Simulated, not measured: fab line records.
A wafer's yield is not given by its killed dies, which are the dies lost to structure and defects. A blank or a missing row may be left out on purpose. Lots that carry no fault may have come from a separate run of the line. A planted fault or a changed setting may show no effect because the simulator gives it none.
Problem report, 8D (eight disciplines) form, completed by code    flow nand_harc    the parts of the form that need people (team, actions taken, sign-off) are left out

## 1. PROBLEM STATEMENT
Mean of sort_bin_2_pct at NHARC_END_SORT_01: 97.2 % across 2 wafers in 2 lots; on wafers with no fault it is 1.4 % (standard deviation 0.58). So: +99 or more standard deviations from the usual mean.
The first sign was on wafer L337.6 at day 24 15:49, on prober-02. At this step, 13 wafers from 5 lots have a number in the record. The rule behind "out" and "out of limits": a value lying over 4 standard deviations away from the usual mean. The other wafers with a number count as sound.

## 2. WHAT IT IS; WHAT IT IS NOT
question                     is                                                                                                                   is not
which readings at this step  sort_bin_2_pct, defect_limited_yield, killed_at_array, killed_dies, sort_n_pass, sort_rim_yield_pct, sort_yield_pct  killed_at_other, killed_at_periphery, killed_open, killed_short, sort_bin_4_pct
which lots                   L337, L341                                                                                                           L332, L335, L336
which wafers of those lots   L337.6, L341.2                                                                                                       L337.2, L337.5, L341.3, L341.4
read on which gauges         prober-02                                                                                                            prober-01
when                         from day 24 15:49                                                                                                    up to then (9 sound wafers); but 2 sound wafers of L341 came after

## 3. SUSPECTS, AND WHAT RULES EACH OUT
Counting: if a tool at a process step up to the reading ran every lot that is out, it stays a suspect. Sound lots after the first of them don't rule it out here, since some wafers of a struck lot are sound.
- the gauge at NHARC_END_SORT_01: kept. All the wafers that are out were read on prober-02, and no step on other tools shows them out.
- pvd_sputter-03 at NHARC_A_BONDPAD_PVD_27 (deposits Cu, target thk 30 nm, time 20.49 s): kept. It ran every lot that is out, first L337 (day 23 06:30); its last sound lot up to then is L332 (day 21 21:37).
- pvd_sputter-01 at NHARC_THIN_TSV_PRE_CLEAN_50 (time 30 s): kept. It ran every lot that is out, first L337 (day 24 12:37); its last sound lot up to then is L336 (day 23 12:31). Because NHARC_THIN_TSV_PRE_CLEAN_50 lacks a start for some lots, the hours and order of its lots are taken from NHARC_END_SORT_01.
- pvd_sputter-01 at NHARC_THIN_TSV_PVD_19 (deposits TaN, target thk 20 nm): kept. It ran every lot that is out, first L337 (day 24 12:37); its last sound lot up to then is L336 (day 23 12:31). Because NHARC_THIN_TSV_PVD_19 lacks a start for some lots, the hours and order of its lots are taken from NHARC_END_SORT_01.
Left after counting: pvd_sputter-03 at NHARC_A_BONDPAD_PVD_27, pvd_sputter-01 at NHARC_THIN_TSV_PRE_CLEAN_50, pvd_sputter-01 at NHARC_THIN_TSV_PVD_19, prober-02 at NHARC_END_SORT_01.

## 4. THE CAUSE (what the simulator had put in)
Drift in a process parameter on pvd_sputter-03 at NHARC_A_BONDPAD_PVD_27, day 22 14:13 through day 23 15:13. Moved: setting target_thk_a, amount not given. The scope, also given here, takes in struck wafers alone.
4 suspects survive the count, and this tool is in that group.

## 5. THE CHAIN OF EFFECTS, in route order
One row per reading whose mean, taken over the struck wafers that have a number, lies over 3 standard deviations from the usual. Only readings for which the record gives a usual standard deviation are gone through. hours: the time from each lot's start at the first step in this table that gives one to its start at this step, as a median over the lots. sigmas: the change in usual standard deviations.
hours  step               reading               usual   on struck wafers  change  sigmas
0      NHARC_END_SORT_01  defect_limited_yield  95.6 %  0.0               -95.6   -74
0      NHARC_END_SORT_01  killed_at_array       26      674               +648    +75
0      NHARC_END_SORT_01  killed_dies           30      677               +647    +73
0      NHARC_END_SORT_01  sort_bin_2_pct        1.4 %   97.2              +95.8   +99 or more
0      NHARC_END_SORT_01  sort_n_pass           647     0                 -647    -73
0      NHARC_END_SORT_01  sort_rim_yield_pct    95.5 %  0.0               -95.5   -38
0      NHARC_END_SORT_01  sort_yield_pct        95.6 %  0.0               -95.6   -74

## 6. HOW IT WOULD HAVE BEEN CAUGHT EARLIER
The first out-of-limits reading at a measuring or inspecting step in this record came at day 24 15:49, 50 hours after the fault's start at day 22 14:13.
No tool reading at NHARC_A_BONDPAD_PVD_27 that has a usual standard deviation in the record was out on any struck wafer, so an alarm limit of 4 standard deviations on those readings would not have fired.
By day 24 15:49 the whole set of lots that are out, 2 in number, had already begun NHARC_A_BONDPAD_PVD_27 on pvd_sputter-03. Holding the tool at that point would not have protected any of them.
